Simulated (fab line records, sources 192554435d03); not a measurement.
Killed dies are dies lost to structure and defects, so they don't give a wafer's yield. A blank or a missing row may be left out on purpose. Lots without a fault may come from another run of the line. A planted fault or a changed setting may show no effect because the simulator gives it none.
fab line records | flow n5_finfet
record lots=4 wafers=12 last_day=18
route steps=1938 shown MOL_CONTACT_COAG@624 BEOL_M0_SAQP@632 BEOL_M4@1111 PASSIVATION@1936
lots that met no fault: from a run of the same line without faults
start_h: hours from the record's first day to the start of the lot's first wafer shown | wait_h: hours since the lot's step before | " the same as in the row above | L1.1+2: a row that stands for several wafers | - no value, or no start given | * or withheld: withheld | < > ~ a bound
route shown NAME@n: a module of which the file shows steps, and the number in the route of the first | usual: mean/standard deviation of fault-free wafers | same: alike in all rows | chamber/n: place in a boat | sites: the reading at each site | _std_site: their standard deviation | _edge_site: outer sites' mean less inner sites' | radius_mm: how far each site lies from the wafer's centre | mask NAME#n: copy n | behind: the tool/chamber that last shaped the wafer | hold: why the lot was held/for how many hours/how that ended | device: the transistor (n, p or np) that didn't switch | end of line: the same wafers' tests at the end of the route | a step without rows: its recipe alone | killed: dies lost to structure and defects at the first sort, not the wafer's yield | map: a wafer's dies, x killed, . not, _ none there
set.NAME: the setting as run; set.NAME@STEP: as run at that earlier step | model.NAME: the simulator's own value behind a step, which no gauge read
lots at some steps of the route; a table a step, a row a wafer
services: from which hour (start_h, from the record's first day; less than 0 if before it) a tool's chamber was out of use, for how many hours, and why
## steps
# step N5_MOL_CONTACT_COAG_CVD_140
# recipe material=W target_thk_a=665 mode=selective_fill temp_c=300 time_s=215
# step N5_MOL_CONTACT_COAG_PRECLEAN_127
# recipe chemistry=DIW time_s=57.5 temp_c=23
# step N5_MOL_CONTACT_COAG_SRD_128
# recipe dry_time_s=32 dry=n2_spin spin_rpm=1500
# step N5_MOL_CONTACT_COAG_CMP_52
# recipe stop_on=SiO2 t_overpolish_s=1.5 post_cmp_clean=w_dilute_nh4oh down_force_psi=4 platen_rpm=50.289 pad_velocity_m_s=1.0006 target_thk_nm=66.5
# step N5_MOL_CONTACT_COAG_ANNEAL_112
# recipe temp_c=400 time_s=1800 ambient=HPD2 pressure_atm=10
# step N5_BEOL_M0_SAQP_PECVD_00
# recipe material=SiCN target_thk_a=80 temp_c=withheld precursor=3MS/NH3 pressure_torr=3 rf_w=202 time_s=14
# step N5_BEOL_M0_SAQP_ILD_DEP_01
# recipe material=SiOC target_thk_a=454.19 temp_c=350 precursor=DEMS/O2 pressure_torr=5 rf_w=500 time_s=8.7
# step N5_BEOL_M0_SAQP_HM_DEP_02
# recipe material=TiN target_thk_a=120 temp_c=25 chamber_pressure_pa=0.49996
# step N5_BEOL_M0_SAQP_PECVD_03
# recipe material=SiCN target_thk_a=120 temp_c=withheld precursor=3MS/NH3 pressure_torr=3 rf_w=202 time_s=21.1
# step N5_BEOL_M0_SAQP_PECVD_96
# recipe material=a-Si target_thk_a=450 temp_c=350 precursor=SiH4/He pressure_torr=3 rf_w=100 time_s=45.2
# usual chamber_pressure_Torr=3.000/0.0065 heater_power_w=576/72 rf_fwd_power_W=99.0/0.42 run_length_s=81.2/0.43 showerhead_plenum_p_Torr=5.64/0.055 showerhead_vpp_V=623/24 throttle_valve_pct=18.3/1.1
# columns lot.wafer tool chamber start_h wait_h chamber_pressure_Torr heater_power_w rf_fwd_power_W run_length_s showerhead_plenum_p_Torr showerhead_vpp_V throttle_valve_pct model.a-Si_of_BEOL_M0_SAQP_PECVD_96.thk_nm
L719.2 pecvd-02 2 132.63 0.0 3.011 459 99.5 81.1 5.66 631 18.0 44.6
L719.4 " 2 " " 3.006 472 99.6 80.8 5.66 624 17.8 45.2
L719.6 " 0 " " 2.996 596 98.7 80.7 5.69 653 17.6 45.2
L723.2 pecvd-02 2 153.10 0.0 2.987 532 98.9 81.1 5.67 641 18.1 45
L723.5 " 0 " " 2.995 562 98.7 81.2 5.67 648 17.6 45.8
L723.6 " 2 " " 3.006 529 99.1 91.2 5.64 645 18.1 56
L724.2 pecvd-02 2 162.37 0.0 2.992 517 99.8 81.4 5.66 643 18.0 45.2
L724.4 " 2 " " 3.006 515 99.1 90.6 5.67 630 18.2 55.2
L724.5 " 1 " " 2.996 671 99.7 80.6 5.61 615 17.9 46.2
L737.2 pecvd-01 0 248.55 0.0 2.993 673 99.5 80.5 5.56 590 20.6 44.8
L737.3 " 2 " " 3.000 466 98.9 82.2 5.55 616 17.8 45.4
L737.4 " 1 " " 2.992 596 98.6 81.1 5.63 577 19.9 45.6
# step N5_BEOL_M0_SAQP_PECVD_97
# recipe material=SiNx target_thk_a=230 temp_c=350 precursor=SiH4/NH3/N2 pressure_torr=1.5 rf_w=300 time_s=19.9
# step N5_BEOL_M0_SAQP_PECVD_04
# recipe material=a-Si target_thk_a=600 temp_c=350 precursor=SiH4/He pressure_torr=3 rf_w=100 time_s=60.2
# step N5_BEOL_M0_SAQP_HM_DEP_111
# recipe material=SiO2 target_thk_a=120 temp_c=400 precursor=SiH4/N2O pressure_torr=0.75 rf_w=275 time_s=7.2
# step N5_BEOL_M0_SAQP_COAT_81
# recipe resist=SOC temp_c=250 time_s=60 spin_rpm=1500 resist_thk_nm=100
# step N5_BEOL_M0_SAQP_COAT_82
# recipe resist=SiARC temp_c=220 time_s=60 spin_rpm=1500 resist_thk_nm=30
# step N5_BEOL_M0_SAQP_COAT_08
# recipe resist=CAR-ArF spin_rpm=1500 resist_thk_nm=90
# step N5_BEOL_M0_SAQP_EBR_10
# recipe solvent=PGMEA ebr_width_mm=1.5
# step N5_BEOL_M0_SAQP_SOFTBAKE_09
# recipe temp_c=110 time_s=60 resist=CAR-ArF
# step N5_BEOL_M0_SAQP_EXPOSE_11
# recipe mask_id=M0_CORE na=1.35 source_shape=dipole sigma_inner=0.538 sigma_outer=0.738 polarization=te target_cd_nm=42 dose_mj=55
# step N5_BEOL_M0_SAQP_PEB_12
# recipe peb_temp_c=withheld peb_time_s=60 resist=CAR-ArF
# step N5_BEOL_M0_SAQP_DEVELOP_13
# recipe develop_time_s=30 developer=TMAH resist=CAR-ArF dev_temp_c=23 rinse_liquid=diw dry=air_spin
# step N5_BEOL_M0_SAQP_DESCUM_19
# recipe chemistry=O2 time_s=7.9 source_power_w=50 bias_power_w=20 pressure_mtorr=20 rf_frequency_hz=2.712e+07 temp_c=40 resist=CAR-ArF o2_flow_sccm=225
# step N5_BEOL_M0_SAQP_ETCH_83
# recipe chemistry=CF4 target=SiARC target_depth_a=390 mask_material=CAR-ArF time_s=65 ion_energy_ev=80 pressure_mtorr=40 source_w=545 bias_w=36 Ar_flow_sccm=100 cf4_flow_sccm=100 ends=cleared
# step N5_BEOL_M0_SAQP_ETCH_84
# recipe chemistry=N2/H2 target=SOC target_depth_a=1000 overetch_a=200 mask_material=SiARC temp_c=40 time_s=150 ion_energy_ev=200 pressure_mtorr=30 source_w=840 bias_w=150 n2_flow_sccm=200 h2_flow_sccm=200
# step N5_BEOL_M0_SAQP_STRIP_80
# recipe chemistry=N2/H2 temp_c=40 n2_flow_sccm=200 h2_flow_sccm=200 rf_frequency_hz=6e+07
# step N5_BEOL_M0_SAQP_HM_OPEN_112
# recipe chemistry=CHF3/O2 target=SiO2 stop_on=a-Si target_depth_a=120 over_etch_frac=1.25 mask_material=SOC time_s=13.5 pressure_mtorr=30 source_w=650 bias_w=170 Ar_flow_sccm=200 CHF3_flow_sccm=50 O2_flow_sccm=5 ion_energy_ev=200 ends=end_point
# step N5_BEOL_M0_SAQP_STRIP_113
# recipe chemistry=CHF3/O2 resist=SiARC rf_frequency_hz=6e+07
# step N5_BEOL_M0_SAQP_MANDREL_ETCH_20
# recipe target_depth_a=600 chemistry=HBr/Cl2 target=a-Si stop_on=SiNx bt_time_s=10 mask_material=SOC over_etch_frac=0.5 time_s=30 pressure_mtorr=10 icp_w=800 bias_w=75 HBr_flow_sccm=150 Cl2_flow_sccm=80 ends=end_point
# step N5_BEOL_M0_SAQP_STRIP_86
# recipe chemistry=N2/H2 power_w=500 temp_c=40 pressure_mtorr=50 rf_frequency_hz=6e+07 overash_fraction=0.3 bias_power_w=28 h2_frac=0.5 n2_flow_sccm=300 h2_flow_sccm=300
# step N5_BEOL_M0_SAQP_STRIP_115
# recipe chemistry=post_etch_residue_remover time_s=60 temp_c=25 remover_ph=withheld remover_water_wt_pct=withheld remover_fluoride_wt_pct=withheld
# step N5_BEOL_M0_SAQP_SRD_93
# recipe dry=ipa_marangoni time_s=30 temp_c=23 rinse_liquid=diw
# step N5_BEOL_M0_SAQP_RECESS_114
# recipe chemistry=HF/NH3 target=SiO2 target_depth_a=144 afs_cycles=3 temp_c=30 sublimation_temp_c=180 sublimation_time_s=60
# step N5_BEOL_M0_SAQP_SPACER1_ALD_98
# recipe material=SiO2 target_thk_a=128 temp_c=300 ald_precursor_family=BDEAS ald_co_reactant=O2-plasma pulse_time_s=1 purge_time_s=2 co_reactant_purge_time_s=2 ald_cycles=138 pressure_torr=2
# step N5_BEOL_M0_SAQP_SPACER1_ETCHBACK_99
# recipe chemistry=CHF3/O2 mode=anisotropic_etchback target=SiO2 target_depth_a=154 time_s=7.7 pressure_mtorr=30 source_w=650 bias_w=170 Ar_flow_sccm=200 CHF3_flow_sccm=50 O2_flow_sccm=5 ion_energy_ev=200
# step N5_BEOL_M0_SAQP_MANDREL1_REMOVE_100
# recipe chemistry=HBr/Cl2/O2 bt_time_s=10 target=a-Si stop_on=SiNx endpoint=OES-SiCl over_etch_frac=0.85 icp_w=600 bias_w=30 HBr_flow_sccm=150 Cl2_flow_sccm=80 O2_flow_sccm=5 pressure_mtorr=10
# step N5_BEOL_M0_SAQP_MANDREL_ETCH_103
# recipe chemistry=HBr/Cl2 target=a-Si target_depth_a=450 bt_time_s=10 stop_on=SiCN mask_material=SiO2 over_etch_frac=0.8 time_s=27 pressure_mtorr=10 icp_w=800 bias_w=75 HBr_flow_sccm=150 Cl2_flow_sccm=80 ends=end_point
# usual HBr_flow_sccm=150.0/0.39 drypump_motor_current_A=5.6/0.4 oes_product_au=0.690/0.012 rf_fwd_power_W=794/3 throttle_valve_pct=35.64/0.17
# columns lot.wafer tool chamber start_h wait_h HBr_flow_sccm drypump_motor_current_A oes_product_au rf_fwd_power_W rf_hours_counter_h throttle_valve_pct model.etch.depth_nm
L719.2 rie_si-04 1 135.00 0.0 150.3 5.1 0.688 796 140 35.86 44.55
L719.4 " 2 " " 150.8 5.6 0.688 796 81 35.44 45.23
L719.6 " 0 " " 150.2 5.6 0.703 795 - 35.52 45.22
L723.2 rie_si-05 3 155.53 0.0 149.9 5.3 0.699 793 105 35.65 44.97
L723.5 " 0 " " 149.9 5.7 0.680 796 - 35.70 45.79
L723.6 " 2 " " 149.9 5.4 0.793 794 - 35.58 55.95
L724.2 rie_si-05 1 164.77 0.0 150.7 6.6 0.694 791 70 35.48 45.22
L724.4 " 0 " " 149.1 5.8 0.770 792 3 35.53 55.19
L724.5 " 1 " " 150.1 6.6 0.704 787 - 35.47 46.17
L737.2 rie_si-02 2 252.48 0.0 149.8 5.8 0.699 801 49 35.24 44.8
L737.3 " 0 " " 150.4 6.4 0.688 796 43 35.90 45.41
L737.4 " 1 " " 150.1 5.4 0.680 795 10 35.62 45.65
# step N5_BEOL_M0_SAQP_SPACER2_ETCHBACK_27
# recipe chemistry=CHF3/O2 mode=anisotropic_etchback target=SiO2 target_depth_a=225 time_s=11.25 pressure_mtorr=30 source_w=650 bias_w=170 Ar_flow_sccm=200 CHF3_flow_sccm=50 O2_flow_sccm=5 ion_energy_ev=200
# usual CHF3_flow_sccm=50.00/0.17 drypump_motor_current_A=5.9/0.4 mfc_ar_sccm=200.0/0.57 oes_o_777_au=0.77/0.064 oes_product_au=0.77/0.065 rf_fwd_power_W=645.8/2.3 rf_vpp_V=525/3.4 showerhead_plenum_p_Torr=2.43/0.062 throttle_valve_pct=18.90/0.16
# columns lot.wafer tool chamber start_h wait_h CHF3_flow_sccm drypump_motor_current_A mfc_ar_sccm oes_o_777_au oes_product_au rf_fwd_power_W rf_hours_counter_h rf_vpp_V showerhead_plenum_p_Torr throttle_valve_pct model.a-Si_of_BEOL_M0_SAQP_PECVD_96.thk_nm
L719.2 rie_diel-04 1 136.50 0.3 50.13 6.2 200.2 0.76 0.77 648.3 131 525 2.41 19.04 42.4
L719.4 " 2 " " 49.83 6.5 200.2 0.74 0.73 647.0 192 523 2.39 18.78 43
L719.6 " 0 " " 49.69 5.4 200.2 0.89 0.86 642.0 - 527 2.54 18.63 43
L723.2 rie_diel-03 3 157.03 0.3 49.91 5.6 199.3 0.70 0.71 647.4 201 531 2.39 19.01 42.8
L723.5 " 0 " " 50.01 6.4 200.8 0.74 0.73 643.1 - 524 2.38 18.92 43.6
L723.6 " 1 " " 49.92 6.1 201.1 0.89 0.90 648.1 - 524 2.35 18.70 53.8
L724.2 rie_diel-05 2 166.16 0.3 49.91 5.8 200.3 0.73 0.73 648.0 195 528 2.48 19.10 43
L724.4 " 1 " " 50.29 5.9 199.9 0.74 0.73 646.9 163 521 2.50 18.94 53
L724.5 " 0 " " 50.12 5.2 200.2 0.81 0.81 645.2 - 524 2.44 19.13 44
L737.2 rie_diel-04 2 254.80 0.4 49.90 6.5 200.7 0.72 0.71 648.1 224 522 2.38 18.83 42.6
L737.3 " 1 " " 50.22 6.2 200.3 0.73 0.74 646.7 166 523 2.40 19.11 43.2
L737.4 " 0 " " 49.92 5.4 199.1 0.84 0.82 644.2 83 526 2.53 18.71 43.4
# step N5_BEOL_M4_RC_MEAS_101
# usual DIBL_N=36.1/1.3 DIBL_P=36.1/1.7 IOFF_N=0.154/0.022 IOFF_P=0.201/0.024 ION_N=675/8.9 ION_P=462/5.9 SS_N=71.5/0.49 SS_P=73.3/0.58 VT_N=250.0/2.7 VT_P=-251.3/2.7
# columns lot.wafer tool chamber start_h wait_h DIBL_N[mV/V] DIBL_P[mV/V] IOFF_N[nA/um] IOFF_P[nA/um] ION_N[uA/um] ION_P[uA/um] SS_N[mV/dec] SS_P[mV/dec] VT_N[mV] VT_P[mV]
L719.2 prober-01 0 187.70 0.2 37.1 38.5 0.202 0.253 691 470 71.3 73.7 244.6 -247.1
L719.4 " 0 " " 34.2 35.0 0.140 0.193 679 466 71.2 73.2 252.5 -251.1
L719.6 " 0 " " 34.3 35.0 0.144 0.188 676 458 70.8 72.9 249.4 -250.9
L723.2 prober-01 0 227.49 0.2 36.2 35.9 0.140 0.199 674 466 71.3 73.0 251.9 -250.8
L723.5 " 0 " " 37.7 37.7 0.166 0.228 672 462 71.9 72.8 248.0 -247.1
L723.6 " 0 " " 36.3 36.3 0.138 0.198 670 463 71.5 73.1 252.1 -248.9
L724.2 prober-02 0 231.85 0.2 35.3 35.3 0.160 0.199 678 463 71.3 73.1 249.7 -249.6
L724.4 " 0 " " 34.9 34.0 0.140 0.175 674 453 71.3 73.1 247.0 -253.1
L724.5 " 0 " " 36.3 36.2 0.158 0.206 664 457 71.7 74.4 252.2 -252.7
L737.2 prober-02 0 319.63 0.2 36.8 37.9 0.169 0.246 676 468 71.5 73.4 249.1 -245.1
L737.3 " 0 " " 36.7 37.0 0.156 0.218 673 466 72.0 73.1 247.2 -247.4
L737.4 " 0 " " 37.7 38.4 0.179 0.248 690 475 71.6 74.0 244.3 -248.4
# step N5_PASSIVATION_PROBE_49
# usual defect_limited_yield=90.9/1.3 killed_at_M0_to_M3=35/10 killed_at_M4_up=15/5.7 killed_at_contacts=14/6.4 killed_at_front_end=40/11 killed_at_other=4/3.1 killed_dies=108/16 killed_open=71/11 killed_short=34/7.7 sort_bin_5_function=5.4/0.9 sort_bin_6_memory=3.4/0.61 sort_n_pass=1072/16 sort_yield_pct=90.9/1.3
# same gross_dies=1180 killed_at_back_side=0 sort_bin_4_leakage[%]=0 sort_bin_8_speed[%]=0
# columns lot.wafer tool chamber start_h wait_h defect_limited_yield[%] killed_at_M0_to_M3 killed_at_M4_up killed_at_contacts killed_at_front_end killed_at_other killed_dies killed_open killed_short sort_bin_5_function[%] sort_bin_6_memory[%] sort_n_pass sort_yield_pct[%]
L737.2 prober-01 - 426.64 0.1 89.2 29 23 4 71 1 128 83 39 5.9 4.0 1052 89.2
L737.3 prober-01 - 426.69 0.1 91.9 24 14 14 38 6 96 51 43 4.9 3.0 1084 91.9
L737.4 prober-01 - 426.74 0.2 89.7 39 15 13 51 4 122 96 25 5.7 4.4 1058 89.7
# killed by level:class
L737.2 FIN_SAQP:geometric_particle:open=17 STI_FIN_REVEAL:geometric_particle:open=12 FIN_SAQP:geometric_particle:short=11 BEOL_M0_SAQP:geometric_particle:open=9 BEOL_M3:geometric_particle:open=7 BEOL_M0_SAQP:geometric_particle:short=7 GATE_CUT:geometric_particle:short=6 DUMMY_GATE:geometric_particle:open=6
L737.3 GATE_CUT:geometric_particle:short=12 MOL_CONTACT_COAG:geometric_particle:open=11 BEOL_M0_SAQP:geometric_particle:open=6 BEOL_M3:geometric_particle:open=6 FIN_SAQP:geometric_particle:open=5 STI_FIN_REVEAL:geometric_particle:open=5 BEOL_M1:geometric_particle:short=4 FIN_SAQP:geometric_particle:short=3
L737.4 FIN_SAQP:geometric_particle:open=17 BEOL_M3:geometric_particle:open=16 STI_FIN_REVEAL:geometric_particle:open=14 MOL_CONTACT_COAG:geometric_particle:open=12 BEOL_M0_SAQP:geometric_particle:open=6 FIN_SAQP:geometric_particle:short=5 BEOL_M1:geometric_particle:open=5 STARTING-WAFER:geometric_particle:short=4
## services
# columns tool chamber start_h hours kind
rie_si-05 2 114.82 13.6 repair
rie_si-05 0 132.67 14.3 repair
rie_diel-05 - 140.08 0.4 repair
pecvd-01 1 140.49 5.0 scheduled_down
rie_si-05 1 141.10 22.8 repair
rie_si-02 2 152.67 12.2 repair
rie_si-04 3 156.12 8.1 repair
pecvd-02 - 181.53 0.9 repair
pecvd-01 - 189.49 2.2 repair
rie_si-05 - 198.97 4.0 pm
pecvd-01 0 217.93 1.7 repair
pecvd-02 - 229.79 2.9 repair
rie_diel-03 1 235.73 2.8 repair
pecvd-02 1 242.70 - clean
pecvd-02 1 242.70 29.5 scheduled_down
pecvd-02 1 242.70 29.5 vent_cycle
rie_si-02 - 244.76 0.2 repair
rie_diel-03 - 252.66 2.8 pm
## key
first_sign step=N5_BEOL_M0_SAQP_PECVD_96 reading=run_length_s direction=up sigmas=23 usual=* struck=*
effect step=N5_BEOL_M0_SAQP_MANDREL_ETCH_103 reading=oes_product_au direction=up sigmas=7.5 usual=0.690 struck=0.781
model_effect step=N5_BEOL_M0_SAQP_PECVD_96 value=a-Si_of_BEOL_M0_SAQP_PECVD_96.thk_nm without=46 struck=55.6
model_effect step=N5_BEOL_M0_SAQP_MANDREL_ETCH_103 value=etch.depth_nm without=46 struck=55.57
model_effect step=N5_BEOL_M0_SAQP_SPACER2_ETCHBACK_27 value=a-Si_of_BEOL_M0_SAQP_PECVD_96.thk_nm without=43.8 struck=53.4
met_at N5_BEOL_M0_SAQP_PECVD_96
struck_wafers L723.6,L724.4
onset_between 132.63 153.10
fault kind=process_parameter_drift tool=pecvd-02 chamber=- onset_h=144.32 steps=N5_BEOL_M0_SAQP_PECVD_96 channel=time_s offset=* shape=step end_h=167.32 scope=struck_wafers_only acts_in=* stated=*
